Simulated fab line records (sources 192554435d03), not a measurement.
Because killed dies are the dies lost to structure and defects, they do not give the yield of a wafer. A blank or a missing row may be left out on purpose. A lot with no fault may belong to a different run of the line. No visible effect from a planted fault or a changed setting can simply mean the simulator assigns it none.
Chamber matching || flow n5-finfet || 4 sister chambers for N5_BEOL_M4_VIA_ETCH_34 on rie-diel-05
The step etches the open film in C4F6/O2, target depth 69.4 nm, time 65.9 s. 4 wafers are shown with their chamber, then 8 later ones without.

== WAFERS, EACH WITH ITS CHAMBER ==
{"wafer": "L080.1", "chamber": 0, "showerhead-plenum-p-Torr (Torr)": 2.70}
{"wafer": "L082.6", "chamber": 3, "showerhead-plenum-p-Torr (Torr)": 2.82}
{"wafer": "L083.6", "chamber": 1, "showerhead-plenum-p-Torr (Torr)": 2.79}
{"wafer": "L087.1", "chamber": 2, "showerhead-plenum-p-Torr (Torr)": 2.95}

== WAFERS WHOSE CHAMBER IS MISSING ==
{"wafer": "L087.4", "showerhead-plenum-p-Torr (Torr)": 2.79}
{"wafer": "L087.5", "showerhead-plenum-p-Torr (Torr)": 3.04}
{"wafer": "L090.3", "showerhead-plenum-p-Torr (Torr)": 3.03}
{"wafer": "L090.4", "showerhead-plenum-p-Torr (Torr)": 2.78}
{"wafer": "L090.6", "showerhead-plenum-p-Torr (Torr)": 2.94}
{"wafer": "L094.2", "showerhead-plenum-p-Torr (Torr)": 3.03}
{"wafer": "L094.4", "showerhead-plenum-p-Torr (Torr)": 3.03}
{"wafer": "L094.5", "showerhead-plenum-p-Torr (Torr)": 2.81}

== THE CHAMBER EACH PASSED THROUGH ==
{"wafer": "L087.4", "from the rows above": "can't be placed: 1 or 3 or 0", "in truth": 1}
{"wafer": "L087.5", "from the rows above": 2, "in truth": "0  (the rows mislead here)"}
{"wafer": "L090.3", "from the rows above": 2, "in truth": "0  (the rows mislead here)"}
{"wafer": "L090.4", "from the rows above": "can't be placed: 1 or 3 or 0", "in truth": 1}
{"wafer": "L090.6", "from the rows above": "can't be placed: 2 or 3", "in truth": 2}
{"wafer": "L094.2", "from the rows above": 2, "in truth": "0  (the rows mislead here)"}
{"wafer": "L094.4", "from the rows above": 2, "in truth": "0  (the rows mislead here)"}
{"wafer": "L094.5", "from the rows above": "can't be placed: 3 or 1 or 0", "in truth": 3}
0 of 8 placed correctly. From these rows, 4 cannot be placed; in 4 the true chamber is one of the candidates. Placed wrongly: 4.
How it was worked out, from the rows above alone: a wafer's distance from a chamber is the root of the sum, over the readings, of the square of ((its reading less the chamber's mean) divided by the reading's scatter). The wafer belongs to the nearest chamber; if the next one is less than 2 further off, it can't be placed. Each chamber's mean is taken over the wafers shown for it. The scatter: with one shown wafer a chamber, the root of the mean of the squares of how far each hidden wafer lies from its nearest shown one.
